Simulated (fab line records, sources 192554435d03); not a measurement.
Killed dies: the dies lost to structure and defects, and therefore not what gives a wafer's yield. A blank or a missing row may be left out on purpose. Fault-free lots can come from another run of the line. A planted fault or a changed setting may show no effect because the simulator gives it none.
Problem report in the 8D (eight disciplines) form, filled by code -- flow n5 finfet -- the parts of the form that need people (team, actions taken, sign-off) are left out

## 1. THE ISSUE
Mean of raw defect count at N5_BEOL_M4_INSPECT_59: 832 across 3 wafers in 2 lots; on wafers with no fault it is 76 (standard deviation 23). Relative to the usual mean, that is a shift of +33 standard deviations.
The step: inspects for defects (darkfield).
First observed at day 11 02:23: wafer L374.1, on defect inspect-01. At this step, 18 wafers from 6 lots have a number in the record. The rule behind "out" and "out of limits": a value lying over 4 standard deviations away from the usual mean. The rest of the wafers with a number are treated as sound.

## 2. WHAT IT IS; WHAT IT IS NOT
question,is,is not
which readings at this step,raw defect count,-
which lots,"L374, L375","L363, L364, L377, L383"
which wafers of those lots,"L374.1, L374.5, L375.1","L374.2, L375.3, L375.4"
read on which gauges,defect inspect-01,defect inspect-02
when,from day 11 02:23,"up to then (7 sound wafers); but 8 sound wafers of L375, L377, L383 came after"

## 3. THE SUSPECTS, EACH WITH WHAT RULES IT OUT
Counting: if a tool at a process step up to the reading ran every lot that is out, it stays a suspect. Sound lots after the first of them don't rule it out here, since some wafers of a struck lot are sound.
- the gauge at N5_BEOL_M4_INSPECT_59 has been ruled out. All the wafers that are out were read on defect inspect-01, but those of them that N5_PASSIVATION_PROBE_49 has rows for are out there too, on other tools.
- cmp-03 at N5_BEOL_M4_CMP_52 (polishes, stops on SiOC, t overpolish 6.8 s, target thk 40 nm): kept. It ran every lot that is out, first L374 (day 11 01:50); its last sound lot up to then is L364 (day 8 18:16).
- cvd co-02 at N5_BEOL_M4_PRE_CLEAN_60 (time 15 s): kept. It ran every lot that is out, first L374 (day 11 02:08); its last sound lot up to then is L364 (day 8 18:37).
- cmp-03, N5_BEOL_M4_CMP_52: wafers that are out in chamber 0, sound lot-mates in chambers 1, 2.
What counting leaves: cmp-03 at N5_BEOL_M4_CMP_52 and cvd co-02 at N5_BEOL_M4_PRE_CLEAN_60.

## 4. THE CAUSE (what the simulator had put in)
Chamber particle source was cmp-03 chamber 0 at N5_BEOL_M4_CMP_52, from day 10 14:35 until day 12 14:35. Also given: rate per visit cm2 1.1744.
Counting left 2 suspects, and this tool is among them.

## 5. THE CHAIN OF EFFECTS, in route order
Each row: a reading whose mean over the struck wafers that have a number lies more than 3 standard deviations from the usual. Readings are gone through only where the record gives a usual standard deviation; hours: the median, over the lots, of the time from a lot's start at the first step in this table giving one to that lot's start at this step; sigmas: the change measured in usual standard deviations.
hours,step,reading,usual,on struck wafers,change,sigmas
0,N5_BEOL_M4_INSPECT_59,raw defect count,76,832,+756,+33
2,N5_BEOL_M5_INSPECT_13,raw defect count,420,1188,+768,+8.3
104,N5_PASSIVATION_PROBE_49,defect limited yield,91.1 %,46.8,-44.3,-30
104,N5_PASSIVATION_PROBE_49,killed_at_M4_up,13,542,+529,+99 or more
104,N5_PASSIVATION_PROBE_49,killed dies,106,628,+522,+31
104,N5_PASSIVATION_PROBE_49,killed on rim,13,79,+66,+18
104,N5_PASSIVATION_PROBE_49,sort_bin_5_function,5.3 %,34.2,+28.9,+30
104,N5_PASSIVATION_PROBE_49,sort_bin_6_memory,3.3 %,16.1,+12.8,+19
104,N5_PASSIVATION_PROBE_49,sort n pass,1074,552,-522,-31
104,N5_PASSIVATION_PROBE_49,sort yield pct,91.1 %,46.8,-44.3,-30
Here are the process steps it includes:
- N5_PASSIVATION_PROBE_49
Later steps that measure or inspect, where all struck wafers having a row at the step show a number for every such reading and not one has moved that far: N5_BEOL_M5_THK_MEAS_01, N5_BEOL_M5_CD_MEAS_11, N5_BEOL_M5_OVL_MEAS_12.

## 6. HOW IT WOULD HAVE BEEN CAUGHT EARLIER
In this record the first reading out of limits at a measuring or inspecting step was taken at day 11 02:23, 12 hours after the fault began at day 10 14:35.
No tool reading at N5_BEOL_M4_CMP_52 that has a usual standard deviation in the record was out on any struck wafer, so an alarm limit of 4 standard deviations on those readings would not have fired.
Of the lots that are out (2), L375 began N5_BEOL_M4_CMP_52 on cmp-03 after day 11 02:23. Holding the tool at that time would have saved it.
